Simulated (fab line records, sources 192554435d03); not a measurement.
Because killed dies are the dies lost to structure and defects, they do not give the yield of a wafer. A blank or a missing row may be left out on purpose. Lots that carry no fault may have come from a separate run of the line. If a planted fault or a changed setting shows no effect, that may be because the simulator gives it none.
Code-filled problem report in 8D (eight disciplines) form ; flow n5 finfet ; the parts of the form that need people (team, actions taken, sign-off) are left out

## 1. WHAT WENT WRONG
Mean of killed_at_M4_up at N5_PASSIVATION_PROBE_49: 134 across 3 wafers in 2 lots; on wafers with no fault it is 14 (standard deviation 5.6). Measured from the usual mean, that is +21 standard deviations.
First seen on wafer L860.1, day 15 01:02, on prober-02. The record has a number at this step for 27 wafers belonging to 9 lots. The rule behind "out" and "out of limits": a value lying over 4 standard deviations away from the usual mean. Any other wafer with a number is counted as sound.

## 2. WHAT IT IS, AND WHAT IT ISN'T
question;is;is not
which readings at this step;killed_at_M4_up, defect limited yield, killed dies, sort_bin_5_function, sort_bin_6_memory, sort n pass, sort yield pct;killed_at_M0_to_M3, killed at contacts, killed at front end, killed open, killed short, sort_bin_8_speed
which lots;L859, L860;L854, L856, L868, L873, L875, L876, L877
which wafers of those lots;L859.4, L860.1, L860.4;L859.2, L859.3, L860.3
read on which tools;prober-01, prober-02;-
when;from day 15 01:02;"up to then (6 sound wafers); but 18 sound wafers of L859, L860, L868, L873, L875, L876, L877 came after"

## 3. WHAT RULES OUT EACH SUSPECT
Counting: any tool at a process step up to the reading remains a suspect provided it ran every lot that is out. Sound lots after the first of them don't rule it out here, since some wafers of a struck lot are sound.
- pvd sputter-03 at N5_BEOL_M11_SPUTTER_48 (material Cu, target thk 12 nm, time 2 s): kept. It ran every lot that is out, first L860 (day 13 05:34); its last sound lot up to then is L856 (day 12 04:50).
Left after counting: pvd sputter-03 at N5_BEOL_M11_SPUTTER_48.

## 4. THE CAUSE (what the simulator had put in)
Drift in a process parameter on pvd sputter-03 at N5_BEOL_M11_SPUTTER_48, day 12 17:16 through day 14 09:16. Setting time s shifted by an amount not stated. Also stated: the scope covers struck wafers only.
This tool alone remained once counting was done.

## 5. THE EFFECT CHAIN, in route order
One row per reading whose mean, taken over the struck wafers that have a number, lies over 3 standard deviations from the usual. Only readings for which the record gives a usual standard deviation are gone through. hours: the time from each lot's start at the first step in this table that gives one to its start at this step, as a median over the lots. sigmas: the change in usual standard deviations.
hours;step;reading;usual;on struck wafers;change;sigmas
0;N5_PASSIVATION_PROBE_49;defect limited yield;91.2 %;81.0;-10.2;-6.8
0;N5_PASSIVATION_PROBE_49;killed_at_M4_up;14;134;+120;+21
0;N5_PASSIVATION_PROBE_49;killed dies;104;224;+120;+7.1
0;N5_PASSIVATION_PROBE_49;killed on rim;14;34;+20;+4.7
0;N5_PASSIVATION_PROBE_49;sort_bin_5_function;5.2 %;11.1;+5.9;+6.2
0;N5_PASSIVATION_PROBE_49;sort_bin_6_memory;3.3 %;7.4;+4.1;+6.7
0;N5_PASSIVATION_PROBE_49;sort n pass;1076;956;-120;-7.1
0;N5_PASSIVATION_PROBE_49;sort yield pct;91.2 %;81.0;-10.2;-6.8
The process steps in it:
- N5_PASSIVATION_PROBE_49

## 6. HOW IT WOULD HAVE BEEN CAUGHT EARLIER
First out-of-limits reading in this record: day 15 01:02, which is 56 hours after fault onset at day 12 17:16.
No tool reading at N5_BEOL_M11_SPUTTER_48 that has a usual standard deviation in the record was out on any struck wafer, so an alarm limit of 4 standard deviations on those readings would not have fired.
The start of N5_BEOL_M11_SPUTTER_48 on pvd sputter-03 came by day 15 01:02 for every one of the lots that are out (2). None of them would have been spared by holding the tool at that moment.
